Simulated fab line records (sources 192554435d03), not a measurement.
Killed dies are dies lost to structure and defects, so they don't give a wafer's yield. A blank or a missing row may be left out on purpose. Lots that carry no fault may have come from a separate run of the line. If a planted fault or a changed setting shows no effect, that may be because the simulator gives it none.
fab line records	flow n5_finfet
record: lots: 7	wafers: 21	last_day: 16
route steps=1938 shown BEOL_M10@1534 BEOL_M11@1536
lots untouched by any fault: they come from a run of this same line in which no faults occurred
start_h: the number of hours between the record's first day and the start of the first shown wafer of the lot	wait_h: hours since the lot's step before	" unchanged from the row above	L1.1+2: one row covering several wafers at once	- no value, or no start was given	* or withheld: withheld	< > ~ a bound
route shown NAME@n: names a module that has steps shown in the file, with the first one's number in the route	usual: the fault-free wafers' mean and standard deviation	same: alike in all rows	chamber/n: place in a boat	sites: per-site readings	_std_site: the standard deviation of these	_edge_site: the outer-site mean with the inner-site mean subtracted	radius_mm: for every site, how far away it sits from the centre of the wafer	mask NAME#n: copy n	behind: the tool/chamber that last shaped the wafer	hold: cause of the lot's hold/its duration in hours/its outcome	device: names the non-switching transistor (n, p or np)	end of line: at the end of the route, the tests of the same wafers	a step given without rows: its recipe and nothing more	killed: not the wafer's yield, but the dies lost to structure and defects at the first sort	map: a wafer's dies, x killed, . not, _ none there
set.NAME: the setting the step ran with; set.NAME@STEP: the setting that earlier step ran with	model.NAME: the simulator's own value behind a step, which no gauge read
lots seen at some steps along the route; tables by step, rows by wafer
services: a tool's chamber out of use, with start hour (start_h, from the record's first day; less than 0 if before it), hours out, and reason
== steps ==
step: N5_BEOL_M10_RS_MEAS_57
recipe: thk_meas_gauge: four-point-probe	reads: Cu_of_BEOL_M10_ECD_50+Co_of_BEOL_M10_CVD_75+TaN_of_BEOL_M10_ALD_74
usual: M10_RS: 0.1504/0.0026
lot.wafer	tool	chamber	start_h	wait_h	M10_RS[ohm/sq]
L279.2	film_metro-02	-	233.42	0.1	0.1483
L279.3	"	-	"	"	0.1518
L279.4	"	-	"	"	0.1496
L281.2	film_metro-02	-	233.69	0.1	0.1525
L281.4	"	-	"	"	0.1525
L281.5	"	-	"	"	0.1517
L287.2	film_metro-01	-	292.94	0.1	0.1470
L287.3	"	-	"	"	0.1524
L287.4	"	-	"	"	0.1513
L288.1	film_metro-01	-	298.05	0.1	0.1492
L288.2	"	-	"	"	0.1493
L288.4	"	-	"	"	0.1462
L290.2	film_metro-02	-	300.45	0.1	0.1501
L290.5	"	-	"	"	0.1509
L290.6	"	-	"	"	0.1508
L293.1	film_metro-01	-	335.34	0.1	0.1501
L293.4	"	-	"	"	0.1499
L293.6	"	-	"	"	0.1494
L295.3	film_metro-02	-	335.71	0.1	0.1483
L295.4	"	-	"	"	0.1508
L295.6	"	-	"	"	0.1496
step: N5_BEOL_M10_INSPECT_58
recipe: inspect_instrument: darkfield	mode: post_dep
usual: raw_defect_count: 77/22
lot.wafer	tool	chamber	start_h	wait_h	raw_defect_count
L279.2	defect_inspect-02	-	233.45	0.0	100
L279.3	"	-	"	"	115
L279.4	"	-	"	"	97
L281.2	defect_inspect-02	-	233.72	0.0	88
L281.4	"	-	"	"	108
L281.5	"	-	"	"	74
L287.2	defect_inspect-01	-	292.97	0.0	73
L287.3	"	-	"	"	103
L287.4	"	-	"	"	109
L288.1	defect_inspect-01	-	298.08	0.0	77
L288.2	"	-	"	"	103
L288.4	"	-	"	"	86
L290.2	defect_inspect-02	-	300.47	0.0	83
L290.5	"	-	"	"	65
L290.6	"	-	"	"	81
L293.1	defect_inspect-02	-	335.37	0.0	66
L293.4	"	-	"	"	47
L293.6	"	-	"	"	91
L295.3	defect_inspect-01	-	335.73	0.0	84
L295.4	"	-	"	"	102
L295.6	"	-	"	"	87
step: N5_BEOL_M11_ILD_DEP_00
recipe: material: SiCOH_lowk	target_thk_a: 3085.1	temp_c: 300	precursor: DEMS/porogen	pressure_torr: 5	rf_w: 500	time_s: 58
usual: heater_power_w: 302/76	showerhead_plenum_p_Torr: 5.729/0.019	throttle_valve_pct: 13.9/0.69
same: time_s: 58
lot.wafer	tool	chamber	start_h	wait_h	heater_power_w	showerhead_plenum_p_Torr	throttle_valve_pct
L279.2	pecvd-03	2	233.48	0.0	271	5.720	12.8
L279.3	"	1	"	"	204	5.736	13.1
L279.4	"	0	"	"	347	5.689	14.0
L281.2	pecvd-03	0	233.76	0.0	336	5.709	13.9
L281.4	"	0	"	"	342	5.705	13.8
L281.5	"	1	"	"	238	5.725	13.1
L287.2	pecvd-03	2	293.00	0.0	290	5.722	12.8
L287.3	"	1	"	"	233	5.731	13.2
L287.4	"	0	"	"	289	5.694	14.2
L288.1	pecvd-01	0	298.12	0.0	184	5.745	14.7
L288.2	"	2	"	"	238	5.736	12.6
L288.4	"	0	"	"	194	5.750	14.6
L290.2	pecvd-02	2	300.51	0.0	474	5.727	13.9
L290.5	"	2	"	"	485	5.725	13.8
L290.6	"	1	"	"	207	5.756	14.6
L293.1	pecvd-03	2	335.40	0.0	245	5.720	12.9
L293.4	"	0	"	"	301	5.705	14.3
L293.6	"	2	"	"	254	5.710	13.1
L295.3	pecvd-02	1	335.77	0.0	228	5.757	14.7
L295.4	"	0	"	"	323	5.711	14.6
L295.6	"	1	"	"	232	5.758	14.7
step: N5_BEOL_M11_CURE_71
recipe: temp_c: 385	time_s: 240	ambient: He/Ar	material: SiCOH_lowk
usual: lamp_power_pct: 52.31/0.052	wafer_temp_C_max: 386.4/0.36
same: time_s: 240
lot.wafer	tool	chamber	start_h	wait_h	lamp_power_pct	wafer_temp_C_max
L279.2	uv_cure-01	1	233.64	0.1	52.24	386.1
L279.3	"	1	"	"	52.33	386.1
L279.4	"	1	"	"	52.34	386.7
L281.2	uv_cure-03	1	233.91	0.1	52.31	386.4
L281.4	"	1	"	"	52.24	386.4
L281.5	"	1	"	"	52.23	385.8
L287.2	uv_cure-02	2	293.16	0.1	52.24	386.8
L287.3	"	2	"	"	52.38	386.4
L287.4	"	2	"	"	52.40	386.6
L288.1	uv_cure-02	0	298.20	0.0	52.26	386.4
L288.2	"	0	"	"	52.40	386.4
L288.4	"	0	"	"	52.35	386.5
L290.2	uv_cure-03	2	300.97	0.4	52.33	386.2
L290.5	"	2	"	"	52.30	386.9
L290.6	"	2	"	"	52.40	386.2
L293.1	uv_cure-03	1	335.48	0.0	52.30	385.9
L293.4	"	1	"	"	52.32	386.4
L293.6	"	1	"	"	52.35	386.8
L295.3	uv_cure-02	2	336.08	0.3	52.23	386.6
L295.4	"	2	"	"	52.35	386.7
L295.6	"	2	"	"	52.30	386.5
step: N5_BEOL_M11_THK_MEAS_01
recipe: reads: SiCOH_lowk_of_BEOL_M11_ILD_DEP_00
usual: M11_ILD_THK: 268/3.1
lot.wafer	tool	chamber	start_h	wait_h	M11_ILD_THK[nm]
L279.2	film_metro-01	-	234.07	0.4	268
L279.3	"	-	"	"	268
L279.4	"	-	"	"	274
L281.2	film_metro-02	-	234.35	0.4	269
L281.4	"	-	"	"	269
L281.5	"	-	"	"	270
L287.2	film_metro-01	-	293.59	0.4	268
L287.3	"	-	"	"	269
L287.4	"	-	"	"	273
L288.1	film_metro-02	-	298.71	0.4	266
L288.2	"	-	"	"	265
L288.4	"	-	"	"	269
L290.2	film_metro-02	-	301.40	0.4	266
L290.5	"	-	"	"	273
L290.6	"	-	"	"	271
L293.1	film_metro-02	-	336.00	0.4	267
L293.4	"	-	"	"	271
L293.6	"	-	"	"	270
L295.3	film_metro-01	-	336.43	0.3	265
L295.4	"	-	"	"	270
L295.6	"	-	"	"	267
step: N5_BEOL_M11_PECVD_70
recipe: material: SiO2	target_thk_a: 200	temp_c: 400	precursor: TEOS/O2	pressure_torr: 5.5	rf_w: 450	teos_flow_sccm: 53.8	gas: O2	flow_sccm: 3000	time_s: 22.7
usual: heater_power_w: 676/120	showerhead_plenum_p_Torr: 8.75/0.07	throttle_valve_pct: 22.4/1.2
same: time_s: 22.7
lot.wafer	tool	chamber	start_h	wait_h	heater_power_w	showerhead_plenum_p_Torr	throttle_valve_pct
L279.2	pecvd-01	0	234.11	0.0	497	8.79	23.6
L279.3	"	1	"	"	775	8.76	22.9
L279.4	"	0	"	"	496	8.81	23.8
L281.2	pecvd-01	1	234.38	0.0	738	8.75	22.6
L281.4	"	0	"	"	481	8.79	23.6
L281.5	"	1	"	"	705	8.75	22.9
L287.2	pecvd-03	0	293.63	0.0	722	8.62	22.2
L287.3	"	2	"	"	635	8.73	20.8
L287.4	"	0	"	"	728	8.61	22.6
L288.1	pecvd-02	0	298.75	0.0	736	8.70	23.4
L288.2	"	2	"	"	938	8.72	22.4
L288.4	"	2	"	"	912	8.72	22.2
L290.2	pecvd-02	2	301.44	0.0	895	8.69	22.0
L290.5	"	2	"	"	900	8.69	22.4
L290.6	"	0	"	"	814	8.66	23.5
L293.1	pecvd-01	2	336.03	0.0	658	8.81	20.6
L293.4	"	1	"	"	741	8.75	22.7
L293.6	"	0	"	"	496	8.79	23.6
L295.3	pecvd-01	2	336.47	0.0	592	8.82	20.7
L295.4	"	1	"	"	789	8.75	22.9
L295.6	"	2	"	"	594	8.77	20.6
step: N5_BEOL_M11_HM_DEP_02
recipe: material: TiN	target_thk_a: 200	temp_c: 25	chamber_pressure_pa: 0.49996
usual: chamber_pressure_pa: 0.5000/0.0011	substrate_temp_c: 25.02/0.11	throttle_valve_pct: 29.5/1.2
lot.wafer	tool	chamber	start_h	wait_h	chamber_pressure_pa	substrate_temp_c	throttle_valve_pct
L279.2	pvd_sputter-03	-	234.43	0.3	0.5000	25.08	29.6
L279.3	"	-	"	"	0.4987	25.12	30.7
L279.4	"	-	"	"	0.4980	24.96	29.6
L281.2	pvd_sputter-02	-	234.58	0.2	0.4994	25.07	27.8
L281.4	"	-	"	"	0.5010	25.06	28.2
L281.5	"	-	"	"	0.5010	25.04	29.5
L287.2	pvd_sputter-03	-	293.90	0.3	0.4990	24.92	29.4
L287.3	"	-	"	"	0.4978	24.98	30.8
L287.4	"	-	"	"	0.5004	25.12	29.5
L288.1	pvd_sputter-01	-	299.02	0.3	0.4988	24.94	27.2
L288.2	"	-	"	"	0.5023	24.97	29.3
L288.4	"	-	"	"	0.5001	24.92	30.7
L290.2	pvd_sputter-03	-	301.58	0.1	0.5011	25.08	29.7
L290.5	"	-	"	"	0.5016	25.08	29.5
L290.6	"	-	"	"	0.5009	25.10	29.6
L293.1	pvd_sputter-01	-	336.95	0.9	0.5011	24.89	31.2
L293.4	"	-	"	"	0.4992	25.08	28.9
L293.6	"	-	"	"	0.5004	25.02	27.2
L295.3	pvd_sputter-01	-	337.06	0.6	0.4994	25.27	30.6
L295.4	"	-	"	"	0.4985	25.19	27.2
L295.6	"	-	"	"	0.4996	25.08	30.7
step: N5_BEOL_M11_COAT_59
recipe: resist: SOC	temp_c: 250	time_s: 60	spin_rpm: 1500	resist_thk_nm: 100
step: N5_BEOL_M11_COAT_60
recipe: resist: SiARC	temp_c: 220	time_s: 60	spin_rpm: 1500	resist_thk_nm: 30
step: N5_BEOL_M11_COAT_05
recipe: resist: CAR-ArF	spin_rpm: 1500	resist_thk_nm: 90
step: N5_BEOL_M11_EBR_07
recipe: solvent: PGMEA	ebr_width_mm: 1.5
step: N5_BEOL_M11_SOFTBAKE_06
recipe: temp_c: 110	time_s: 60	resist: CAR-ArF
step: N5_BEOL_M11_EXPOSE_08
recipe: mask_id: M11	na: 1.35	source_shape: dipole	sigma_inner: 0.411	sigma_outer: 0.611	polarization: te	dose_mj: 53.75
usual: dipole_opening_deg: 40/0	exposure_dose_mJ_cm2: 54.2/0.44	sigma_inner: 0.411/0
lot.wafer	tool	chamber	start_h	wait_h	mask	dipole_opening_deg	exposure_dose_mJ_cm2	sigma_inner
L279.2	arfi_scanner-02	0	234.68	-	M11#0	40	54.6	0.411
L279.3	"	0	"	"	M11#0	40	54.6	0.411
L279.4	"	0	"	"	M11#0	40	54.7	0.411
L281.2	arfi_scanner-02	0	234.83	-	M11#0	40	54.5	0.411
L281.4	"	0	"	"	M11#0	40	54.6	0.411
L281.5	"	0	"	"	M11#0	40	54.6	0.411
L287.2	arfi_scanner-02	-	294.28	-	M11#0	-	-	-
L287.3	"	-	"	"	M11#0	-	-	-
L287.4	"	-	"	"	M11#0	-	-	-
L288.1	arfi_scanner-02	-	299.27	-	M11#0	-	-	-
L288.2	"	-	"	"	M11#0	-	-	-
L288.4	"	-	"	"	M11#0	-	-	-
L290.2	arfi_scanner-03	-	301.96	-	M11#0	-	-	-
L290.5	"	-	"	"	M11#0	-	-	-
L290.6	"	-	"	"	M11#0	-	-	-
L293.1	arfi_scanner-02	0	337.33	-	M11#0	40	54.7	0.411
L293.4	"	0	"	"	M11#0	40	54.6	0.411
L293.6	"	0	"	"	M11#0	40	54.6	0.411
L295.3	arfi_scanner-02	0	337.38	-	M11#0	40	54.6	0.411
L295.4	"	0	"	"	M11#0	40	54.5	0.411
L295.6	"	0	"	"	M11#0	40	54.6	0.411
step: N5_BEOL_M11_PEB_09
recipe: peb_temp_c: withheld	peb_time_s: 60	resist: CAR-ArF
== services ==
tool	chamber	start_h	hours	kind
uv_cure-03	-	210.00	1.0	pm
arfi_scanner-03	-	216.56	1.0	pm
pecvd-01	0	220.69	5.0	repair
arfi_scanner-02	-	221.37	4.4	repair
pecvd-02	-	229.09	14.6	pm
uv_cure-01	-	234.39	7.2	repair
pecvd-02	2	248.58	19.8	repair
arfi_scanner-03	-	252.36	1.0	pm
pecvd-03	-	253.57	0.4	repair
arfi_scanner-03	-	260.12	0.4	repair
arfi_scanner-02	-	264.60	1.0	pm
pecvd-03	-	270.44	0.6	repair
arfi_scanner-03	-	272.16	3.2	repair
uv_cure-02	-	279.89	2.1	pm
uv_cure-03	-	282.59	7.5	pm
uv_cure-01	-	284.79	7.5	pm
arfi_scanner-02	-	292.65	1.3	pm
uv_cure-01	-	295.19	9.9	repair
pvd_sputter-02	-	306.31	3.3	repair
arfi_scanner-02	-	306.84	0.8	pm
arfi_scanner-02	-	307.77	2.3	repair
arfi_scanner-02	-	315.91	1.0	pm
uv_cure-03	-	318.44	1.2	repair
arfi_scanner-03	-	324.00	0.8	pm
== key ==
first_sign: step: N5_BEOL_M11_EXPOSE_08	reading: tool_record	direction: missing
effect none on later readings
met_at N5_BEOL_M11_EXPOSE_08
struck_wafers L287.2,L287.3,L287.4,L288.1,L288.2,L288.4,L290.2,L290.5,L290.6
later_rows_left_out L287.2,L287.3,L287.4,L288.1,L288.2,L288.4,L290.2,L290.5,L290.6
sort_left_out L287.2,L287.3,L287.4,L288.1,L288.2,L288.4,L290.2,L290.5,L290.6
onset_between 234.83 294.28
fault: kind: skipped_step_whole	tool: arfi_scanner-02,arfi_scanner-03	chamber: -	onset_h: 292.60	steps: N5_BEOL_M11_EXPOSE_08	scope: struck_lots_only
sort_left_out: the simulated sort isn't trusted on such a fault, so these wafers' sort isn't shown, and their yield isn't known
later_rows_left_out: the simulator's readings of these wafers behind a module that went badly wrong aren't trusted and aren't shown, but for the sort
